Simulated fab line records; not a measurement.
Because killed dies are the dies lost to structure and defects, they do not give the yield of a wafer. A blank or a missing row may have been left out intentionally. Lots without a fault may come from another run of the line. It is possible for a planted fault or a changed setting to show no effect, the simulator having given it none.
Chamber matching    flow n5_finfet    N5_ILD0_LINER_00 on ald_sin-02: 4 sister chambers
The step material SiNx, target thk 4 nm, pulse time 1 s, purge time 2 s. 4 wafers are shown with their chamber, then 8 later ones without.

== EACH WAFER AND ITS CHAMBER ==
wafer   chamber  heater_power_w (W)
L080.6  1        813
L088.1  2        863
L088.5  0        1012
L089.1  3        836

== WAFERS WITHOUT THEIR CHAMBER ==
wafer   heater_power_w (W)
L089.2  880
L089.6  873
L092.1  861
L092.2  849
L092.5  1015
L094.1  996
L094.2  861
L094.4  862

== CHAMBER TAKEN BY EACH ==
wafer    from the rows above       in truth
L089.2   2                         2
L089.6   2                         2
L092.1   2                         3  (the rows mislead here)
L092.2   can't be placed: 3 or 2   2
L092.5   0                         0
L094.1   0                         0
L094.2   2                         2
L094.4   2                         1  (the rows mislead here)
Placed correctly: 5 of 8. Not placeable from these rows: 1 (in 1, the candidates include the true chamber). Wrongly placed: 2.
How it was worked out, from the rows above alone: a wafer's distance from a chamber is the root of the sum, over the readings, of the square of ((its reading less the chamber's mean) divided by the reading's scatter). The wafer belongs to the nearest chamber; if the next one is less than 2 further off, it can't be placed. A chamber's mean is the mean of its shown wafers. The scatter: with one shown wafer a chamber, the root of the mean of the squares of how far each hidden wafer lies from its nearest shown one.
